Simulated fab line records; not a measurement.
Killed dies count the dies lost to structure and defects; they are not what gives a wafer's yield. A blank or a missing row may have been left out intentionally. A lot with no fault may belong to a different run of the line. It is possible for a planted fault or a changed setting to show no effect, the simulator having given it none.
Problem report in the 8D (eight disciplines) form, filled by code | flow n5-finfet | the parts of the form that need people (team, actions taken, sign-off) are left out

1. THE ISSUE
spin-speed-rpm at N5_BEOL_M14_COAT_04 reads a mean of 1746.7 rpm on 9 wafers of 3 lots; wafers without a fault read 1704.2 rpm with a standard deviation of 1.2. That puts it +35 standard deviations away from the usual mean.
The step: resist thk 800 nm.
First seen on wafer L615.1, day 14 11:40, on litho-track-01. Wafers with a number at this step in the record: 15, from 5 lots. Rule for "out" (also "out of limits"): further than 4 standard deviations from the usual mean. The other wafers with a number count as sound.

2. WHAT IT IS, WHAT IT ISN'T
question                    | is                     | is not
which readings at this step | spin-speed-rpm         | dispense-pressure-kPa
which lots                  | L614, L615, L618       | L608, L620
which wafers of those lots  | all that have a number | -
read on which tools         | litho-track-01         | litho-track-03
when                        | from day 14 11:40      | up to then (3 sound wafers); but 3 sound wafers of L620 came after

3. SUSPECTS, AND WHAT RULES EACH OUT
Counting: a tool stays on the suspect list if, at a process step up to the reading, it processed all lots that are out and no sound lot following the first of them.
- litho-track-01 at N5_BEOL_M14_COAT_04 (resist thk 800 nm): kept. It ran every lot that is out, first L615 (day 14 11:40), and no sound lot after that; its last sound lot up to then is L608 (day 12 09:49). Its own readings are out on those wafers: spin-speed-rpm.
Left after counting: litho-track-01 at N5_BEOL_M14_COAT_04.

4. THE CAUSE (what the simulator had put in)
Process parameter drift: litho-track-01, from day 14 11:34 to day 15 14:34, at N5_BEOL_M14_COAT_04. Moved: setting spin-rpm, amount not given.
Counting left only this tool.

5. THE EFFECT CHAIN, in route order
Rows list readings where the struck wafers' mean (over those with a number) sits beyond 3 standard deviations from the usual. Scope: only readings with a usual standard deviation given in the record; hours: median across lots of the time from each lot's start at the first step in this table that gives one to its start at this step; sigmas: change in usual standard deviations.
hours | step                | reading        | usual      | on struck wafers | change | sigmas
0     | N5_BEOL_M14_COAT_04 | spin-speed-rpm | 1704.2 rpm | 1746.7           | +42.5  | +35
Its process steps:
- N5_BEOL_M14_COAT_04: resist thk 800 nm.

6. HOW IT WOULD HAVE BEEN CAUGHT EARLIER
The fault began at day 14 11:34; the first out-of-limits reading in this record came at day 14 11:40, 0 hours later.
